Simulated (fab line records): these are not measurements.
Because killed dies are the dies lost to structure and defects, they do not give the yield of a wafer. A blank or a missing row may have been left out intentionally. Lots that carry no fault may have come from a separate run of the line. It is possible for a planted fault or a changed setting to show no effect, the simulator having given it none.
Chamber matching || flow n5Finfet || N5_MOL_CONTACT_COAG_ETCH_59 on rieDiel-03 has 4 sister chambers
The step etches underlayer in N2/H2, target depth 13 nm, time 10.4 s. 18 wafers are shown with their chamber, then 9 later ones without.

== WAFERS WITH THEIR CHAMBER ==
{"wafer": "L078.2", "chamber": 3, "drypumpMotorCurrentA (A)": 6.0, "showerheadPlenumPTorr (Torr)": 2.42, "throttleValvePct (%)": 17.98}
{"wafer": "L078.4", "chamber": 0, "drypumpMotorCurrentA (A)": 6.1, "showerheadPlenumPTorr (Torr)": 2.53, "throttleValvePct (%)": 17.88}
{"wafer": "L078.6", "chamber": 1, "drypumpMotorCurrentA (A)": 5.5, "showerheadPlenumPTorr (Torr)": 2.66, "throttleValvePct (%)": 17.54}
{"wafer": "L081.2", "chamber": 1, "drypumpMotorCurrentA (A)": 5.4, "showerheadPlenumPTorr (Torr)": 2.66, "throttleValvePct (%)": 17.54}
{"wafer": "L081.3", "chamber": 0, "drypumpMotorCurrentA (A)": 6.1, "showerheadPlenumPTorr (Torr)": 2.53, "throttleValvePct (%)": 17.89}
{"wafer": "L081.5", "chamber": 1, "drypumpMotorCurrentA (A)": 5.4, "showerheadPlenumPTorr (Torr)": 2.66, "throttleValvePct (%)": 17.55}
{"wafer": "L084.1", "chamber": 1, "drypumpMotorCurrentA (A)": 5.4, "showerheadPlenumPTorr (Torr)": 2.66, "throttleValvePct (%)": 17.55}
{"wafer": "L084.2", "chamber": 3, "drypumpMotorCurrentA (A)": 6.0, "showerheadPlenumPTorr (Torr)": 2.41, "throttleValvePct (%)": 18.01}
{"wafer": "L084.3", "chamber": 2, "drypumpMotorCurrentA (A)": 5.9, "showerheadPlenumPTorr (Torr)": 2.43, "throttleValvePct (%)": 17.75}
{"wafer": "L088.3", "chamber": 2, "drypumpMotorCurrentA (A)": 5.9, "showerheadPlenumPTorr (Torr)": 2.42, "throttleValvePct (%)": 17.77}
{"wafer": "L088.4", "chamber": 0, "drypumpMotorCurrentA (A)": 6.1, "showerheadPlenumPTorr (Torr)": 2.52, "throttleValvePct (%)": 17.91}
{"wafer": "L088.5", "chamber": 2, "drypumpMotorCurrentA (A)": 5.9, "showerheadPlenumPTorr (Torr)": 2.42, "throttleValvePct (%)": 17.75}
{"wafer": "L089.2", "chamber": 2, "drypumpMotorCurrentA (A)": 5.9, "showerheadPlenumPTorr (Torr)": 2.42, "throttleValvePct (%)": 17.76}
{"wafer": "L089.4", "chamber": 1, "drypumpMotorCurrentA (A)": 5.4, "showerheadPlenumPTorr (Torr)": 2.65, "throttleValvePct (%)": 17.59}
{"wafer": "L089.5", "chamber": 1, "drypumpMotorCurrentA (A)": 5.5, "showerheadPlenumPTorr (Torr)": 2.65, "throttleValvePct (%)": 17.59}
{"wafer": "L090.2", "chamber": 3, "drypumpMotorCurrentA (A)": 6.0, "showerheadPlenumPTorr (Torr)": 2.40, "throttleValvePct (%)": 18.03}
{"wafer": "L090.5", "chamber": 1, "drypumpMotorCurrentA (A)": 5.4, "showerheadPlenumPTorr (Torr)": 2.65, "throttleValvePct (%)": 17.61}
{"wafer": "L090.6", "chamber": 0, "drypumpMotorCurrentA (A)": 6.1, "showerheadPlenumPTorr (Torr)": 2.52, "throttleValvePct (%)": 17.94}

SIGNATURES (averages over the wafers above)
{"reading": "drypumpMotorCurrentA", "chamber 0": 6.100, "chamber 1": 5.429, "chamber 2": 5.900, "chamber 3": 6.000, "scatter within a chamber": 0.0319}
{"reading": "showerheadPlenumPTorr", "chamber 0": 2.5250, "chamber 1": 2.6557, "chamber 2": 2.4225, "chamber 3": 2.4100, "scatter within a chamber": 0.00625}
{"reading": "throttleValvePct", "chamber 0": 17.9050, "chamber 1": 17.5671, "chamber 2": 17.7575, "chamber 3": 18.0067, "scatter within a chamber": 0.0248}
Rule: a wafer's distance from a chamber is the root of the sum, over the readings, of the square of ((its reading less the chamber's mean) divided by the reading's scatter). The wafer belongs to the nearest chamber; if the next one is less than 2 further off, it can't be placed. How the scatter is found: for the shown wafers, subtract from each reading the mean of its chamber, square and add these, divide the total by (wafers less chambers), then take the root.

== WAFERS WITH NO CHAMBER GIVEN ==
{"wafer": "L093.2", "drypumpMotorCurrentA (A)": 6.1, "showerheadPlenumPTorr (Torr)": 2.52, "throttleValvePct (%)": 17.93}
{"wafer": "L093.3", "drypumpMotorCurrentA (A)": 5.5, "showerheadPlenumPTorr (Torr)": 2.65, "throttleValvePct (%)": 17.59}
{"wafer": "L093.4", "drypumpMotorCurrentA (A)": 6.0, "showerheadPlenumPTorr (Torr)": 2.40, "throttleValvePct (%)": 18.04}
{"wafer": "L092.2", "drypumpMotorCurrentA (A)": 5.4, "showerheadPlenumPTorr (Torr)": 2.65, "throttleValvePct (%)": 17.60}
{"wafer": "L092.3", "drypumpMotorCurrentA (A)": 5.9, "showerheadPlenumPTorr (Torr)": 2.42, "throttleValvePct (%)": 17.79}
{"wafer": "L092.4", "drypumpMotorCurrentA (A)": 6.0, "showerheadPlenumPTorr (Torr)": 2.40, "throttleValvePct (%)": 18.06}
{"wafer": "L094.3", "drypumpMotorCurrentA (A)": 6.0, "showerheadPlenumPTorr (Torr)": 2.40, "throttleValvePct (%)": 18.06}
{"wafer": "L094.4", "drypumpMotorCurrentA (A)": 6.1, "showerheadPlenumPTorr (Torr)": 2.51, "throttleValvePct (%)": 17.94}
{"wafer": "L094.6", "drypumpMotorCurrentA (A)": 6.0, "showerheadPlenumPTorr (Torr)": 2.40, "throttleValvePct (%)": 18.04}

== WHICH CHAMBER EACH ONE RAN IN ==
{"wafer": "L093.2", "from the rows above": 0, "in truth": 0}
{"wafer": "L093.3", "from the rows above": 1, "in truth": 1}
{"wafer": "L093.4", "from the rows above": 3, "in truth": 3}
{"wafer": "L092.2", "from the rows above": 1, "in truth": 1}
{"wafer": "L092.3", "from the rows above": 2, "in truth": 2}
{"wafer": "L092.4", "from the rows above": 3, "in truth": 3}
{"wafer": "L094.3", "from the rows above": 3, "in truth": 3}
{"wafer": "L094.4", "from the rows above": 0, "in truth": 0}
{"wafer": "L094.6", "from the rows above": 3, "in truth": 3}
Correct placement for 9 of the 9. Can't be placed from these rows: 0. 0 placed wrongly.
